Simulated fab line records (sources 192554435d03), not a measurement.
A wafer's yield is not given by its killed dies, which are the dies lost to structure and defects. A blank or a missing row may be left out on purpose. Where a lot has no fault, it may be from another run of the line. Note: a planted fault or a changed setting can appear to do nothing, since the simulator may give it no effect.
Comparing a struck lot with a sound one	flow n5-finfet	23 out of 1938 route steps
Sound: these wafers, L168.2, L168.3, L168.6. Wafers struck: L175.2, L175.3, L175.5. The cause comes at the end.
Each step with rows lists, per side, the tool, then ch with its chambers, then its first start. Under that, the readings that differ: sound wafers	struck wafers	difference of the means	sigmas: that difference in standard deviations of wafers without a fault.
alike: same words and numbers on both sides, and readings whose means sit less than 2 such deviations apart. not compared: any withheld reading, any reading some wafer has no value for, any bound like >300 that may hide the same value, and any number with overlapping values for which the record gives no deviation.
The two part at a step that has a row with sigmas, a row that says differs or no value, or rows on one side only. When numbers do not overlap yet have no deviation, they are printed without sigmas and do not part them. A reading missing from all wafers of one side parts the sides only when that side holds two or more wafers.

first, 9 steps without rows for these wafers: N5_BEOL_M2_DEVELOP_10 (develop time 30 s); N5_BEOL_M2_DESCUM_16 (chemistry O2, time 7 s); N5_BEOL_M2_ETCH_74 (etches underlayer in N2/H2, target depth 6.5 nm, time 5.2 s); N5_BEOL_M2_ETCH_63 (etches SiARC in CF4, target depth 15.6 nm, time 26 s); N5_BEOL_M2_ETCH_64 (etches SOC in N2/H2, target depth 75 nm, overetch 22.5 nm, time 121.9 s); N5_BEOL_M2_STRIP_65 (strips in N2/H2); N5_BEOL_M2_STRIP_75 (strips in N2/H2); N5_BEOL_M2_STRIP_66 (strips in CF4); N5_BEOL_M2_HM_OPEN_17 (chemistry Cl2/BCl3, target TiN, target depth 20 nm, overetch 6 nm).
N5_BEOL_M2_STRIP_19: strips in O2.
  sound on rie-diel-04 ch 0,3, day 7 05:41; struck on rie-diel-04 ch 0,2,3, day 9 13:30
  alike: drypump-motor-current-A, oes-product-au, rf-vpp-V, showerhead-plenum-p-Torr, throttle-valve-pct
  not compared: rf-hours-counter-h
then, 9 steps without rows for these wafers: N5_BEOL_M2_COAT_67 (time 60 s, resist thk 60 nm); N5_BEOL_M2_COAT_68 (time 60 s, resist thk 12 nm); N5_BEOL_M2_COAT_76 (time 60 s, resist thk 5 nm); N5_BEOL_M2_COAT_22 (resist thk 30 nm); N5_BEOL_M2_EBR_24; N5_BEOL_M2_SOFTBAKE_23 (time 60 s); N5_BEOL_M2_EXPOSE_25 (exposes mask V1, defocus 5 nm); N5_BEOL_M2_PEB_26 (peb time 60 s); N5_BEOL_M2_DEVELOP_27 (develop time 30 s).
N5_BEOL_M2_INSPECT_30: inspects for defects (brightfield).
  struck on defect-inspect-02, day 9 14:07; sound on defect-inspect-02, day 7 06:17
reading	sound	struck	difference	sigmas
raw-defect-count	674 438 417	1077 1171 1123	+614	+7
then, 1 step without rows for these wafers: N5_BEOL_M2_DESCUM_33 (chemistry O2, time 7 s).
-- the record jumps here: 3 days lie between the struck wafers' starts before and after (it left off in module BEOL_M2 and takes up again in module BEOL_M4, whose first step shown is number 1111 of the route) --
N5_BEOL_M4_RC_MEAS_101:
  sound on prober-02 ch 0, day 10 23:17; struck on prober-02 ch 0, day 12 12:58
  alike: DIBL_N, DIBL_P, IOFF_N, IOFF_P, ION_N, ION_P, SS_N, SS_P, VT_N, VT_P
-- the record jumps here: 4 days lie between the struck wafers' starts before and after (it left off in module BEOL_M4 and takes up again in module PASSIVATION, whose first step shown is number 1936 of the route) --
N5_PASSIVATION_PROBE_49:
  struck on prober-01, day 16 15:55; sound on prober-01, day 15 01:55
reading	sound	struck	difference	sigmas
defect-limited-yield (%)	91.4 92.2 91.5	84.7 81.4 82.6	-8.8	-6
killed_at_M0_to_M3	32 24 26	133 140 152	+114	+10
killed-dies	101 92 100	181 219 205	+104	+6
killed-on-rim	11 6 10	25 30 18	+15	+4
sort_bin_5_function (%)	4.7 4.7 4.3	10.0 10.8 11.7	+6.3	+6
sort-n-pass	1079 1088 1080	999 961 975	-104	-6
sort-yield-pct (%)	91.4 92.2 91.5	84.7 81.4 82.6	-8.8	-6
  alike: killed_at_M4_up, killed-at-contacts, killed-at-front-end, killed-at-other, killed-open, killed-short, sort_bin_6_memory, sort_bin_8_speed

WHERE THEY PART
Last at N5_PASSIVATION_PROBE_49 as far as this record goes, first at N5_BEOL_M2_INSPECT_30.

WHY: whatever the simulator had introduced
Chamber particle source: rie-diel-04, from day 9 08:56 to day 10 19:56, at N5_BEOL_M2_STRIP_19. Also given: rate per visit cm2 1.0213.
